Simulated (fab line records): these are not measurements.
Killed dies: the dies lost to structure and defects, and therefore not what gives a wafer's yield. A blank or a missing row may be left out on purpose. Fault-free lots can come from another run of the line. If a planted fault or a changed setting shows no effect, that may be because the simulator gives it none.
Which tool was responsible? / flow nand_harc / 11 lots, 33 wafers sampled, at 4 steps of a route of 1159

## WHAT THE GAUGES SHOWED, per wafer
NHARC_P_ZERO_WELL_INSPECT_43.
lot=L704; measured=day 1 19:32; on=defect_inspect-02; raw_defect_count=20 22 12
lot=L708; measured=day 2 19:50; on=defect_inspect-02; raw_defect_count=10 12 13
lot=L713; measured=day 4 01:35; on=defect_inspect-01; raw_defect_count=8 11 9
lot=L714; measured=day 4 07:43; on=defect_inspect-01; raw_defect_count=4 9 443
lot=L715; measured=day 4 13:35; on=defect_inspect-02; raw_defect_count=18 429 21
lot=L716; measured=day 4 19:37; on=defect_inspect-02; raw_defect_count=8 13 13
lot=L718; measured=day 5 07:27; on=defect_inspect-02; raw_defect_count=21 17 7
lot=L722; measured=day 6 07:33; on=defect_inspect-01; raw_defect_count=21 13 13
lot=L723; measured=day 6 13:36; on=defect_inspect-01; raw_defect_count=16 13 7
lot=L724; measured=day 6 19:52; on=defect_inspect-01; raw_defect_count=14 26 19
lot=L725; measured=day 7 01:25; on=defect_inspect-01; raw_defect_count=26 20 16

## WHICH TOOL RAN EACH LOT (tool, then ch and the chambers of the sampled wafers, then the start)
lot=L704; NHARC_P_ZERO_WELL_ETCH_63=rie_si-03 ch 0,1, day 1 13:40; NHARC_P_ZERO_WELL_DESCUM_39=rie_diel-07 ch 1,2, day 1 16:19; NHARC_P_ZERO_WELL_DESCUM_54=rie_diel-06 ch 1,2, day 1 17:49
lot=L708; NHARC_P_ZERO_WELL_ETCH_63=rie_si-03 ch 0,2,3, day 2 13:57; NHARC_P_ZERO_WELL_DESCUM_39=rie_diel-04 ch 0,1, day 2 16:31; NHARC_P_ZERO_WELL_DESCUM_54=rie_diel-07 ch 0,2,3, day 2 18:13
lot=L713; NHARC_P_ZERO_WELL_ETCH_63=rie_si-06 ch 0,2,3, day 3 19:40; NHARC_P_ZERO_WELL_DESCUM_39=rie_diel-07 ch 0,1, day 3 22:16; NHARC_P_ZERO_WELL_DESCUM_54=rie_diel-04 ch 0,1,3, day 3 23:57
lot=L714; NHARC_P_ZERO_WELL_ETCH_63=rie_si-03 ch 0,1,2, day 4 01:41; NHARC_P_ZERO_WELL_DESCUM_39=rie_diel-04 ch 0,1,2, day 4 04:26; NHARC_P_ZERO_WELL_DESCUM_54=rie_diel-06 ch 1,2,3, day 4 06:04
lot=L715; NHARC_P_ZERO_WELL_ETCH_63=rie_si-03 ch 0,1,2, day 4 07:42; NHARC_P_ZERO_WELL_DESCUM_39=rie_diel-04 ch 0,1,2, day 4 10:26; NHARC_P_ZERO_WELL_DESCUM_54=rie_diel-06 ch 1,2,3, day 4 11:58
lot=L716; NHARC_P_ZERO_WELL_ETCH_63=rie_si-06 ch 0,3, day 4 13:31; NHARC_P_ZERO_WELL_DESCUM_39=rie_diel-06 ch 1,3, day 4 16:17; NHARC_P_ZERO_WELL_DESCUM_54=rie_diel-06 ch 1,2,3, day 4 17:57
lot=L718; NHARC_P_ZERO_WELL_ETCH_63=rie_si-06 ch 0,1,3, day 5 01:33; NHARC_P_ZERO_WELL_DESCUM_39=rie_diel-07 ch 0,1,2, day 5 04:09; NHARC_P_ZERO_WELL_DESCUM_54=rie_diel-06 ch 0,2,3, day 5 05:48
lot=L722; NHARC_P_ZERO_WELL_ETCH_63=rie_si-06 ch 1,2, day 6 01:39; NHARC_P_ZERO_WELL_DESCUM_39=rie_diel-04 ch 1,2,3, day 6 04:10; NHARC_P_ZERO_WELL_DESCUM_54=rie_diel-04 ch 0,2,3, day 6 05:47
lot=L723; NHARC_P_ZERO_WELL_ETCH_63=rie_si-06 ch 0,1,2, day 6 07:32; NHARC_P_ZERO_WELL_DESCUM_39=rie_diel-06 ch 0,1,2, day 6 10:17; NHARC_P_ZERO_WELL_DESCUM_54=rie_diel-04 ch 0,2,3, day 6 11:56
lot=L724; NHARC_P_ZERO_WELL_ETCH_63=rie_si-05 ch 1,2,3, day 6 13:46; NHARC_P_ZERO_WELL_DESCUM_39=rie_diel-07 ch 0,1,3, day 6 16:33; NHARC_P_ZERO_WELL_DESCUM_54=rie_diel-04 ch 0,1,2, day 6 18:13
lot=L725; NHARC_P_ZERO_WELL_ETCH_63=rie_si-05 ch 0,1,3, day 6 19:40; NHARC_P_ZERO_WELL_DESCUM_39=rie_diel-04 ch 1,2,3, day 6 22:07; NHARC_P_ZERO_WELL_DESCUM_54=rie_diel-06 ch 1,2,3, day 6 23:46
- NHARC_P_ZERO_WELL_ETCH_63: etches the open film in HBr/Cl2, target depth 120 nm, time 40.1 s.
- NHARC_P_ZERO_WELL_DESCUM_39: chemistry O2, time 3 s.
- NHARC_P_ZERO_WELL_DESCUM_54: chemistry O2, time 3 s.

## THE ANSWER, worked out from the rows above alone
Rule: the usual values come from the lots themselves. The widest of any qualifying gaps counts: lots, ordered by their means at a reading, are off when they make up no more than a third of the lots, leave a main group of 4 or more, and stand apart from it by 3 or more times the standard deviation of that group's means. Not used: any main group whose means are identical at the precision the tables above print for the reading. A lot without any number at a reading at which 4 lots or more have one is off too. Where the step has rows for the other lots, those lots are counted as sound.
Off, at NHARC_P_ZERO_WELL_INSPECT_43 on raw_defect_count: L714, L715. The main group has a mean of 15 with a standard deviation of 3.8.
If a tool, at a process step before that reading, ran all the lots that are off and no sound lot after the first of them, it fits. The gauges at NHARC_P_ZERO_WELL_INSPECT_43 are tried like those tools. One fits: NHARC_P_ZERO_WELL_ETCH_63 on rie_si-03. Its last sound lot is L708 (day 2 13:57), its first lot that is off L714 (day 4 01:41): a fault that began between those two fits.

## WHAT THE SIMULATOR PUT IN
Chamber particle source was rie_si-03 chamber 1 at NHARC_P_ZERO_WELL_ETCH_63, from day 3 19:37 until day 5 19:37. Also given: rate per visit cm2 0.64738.
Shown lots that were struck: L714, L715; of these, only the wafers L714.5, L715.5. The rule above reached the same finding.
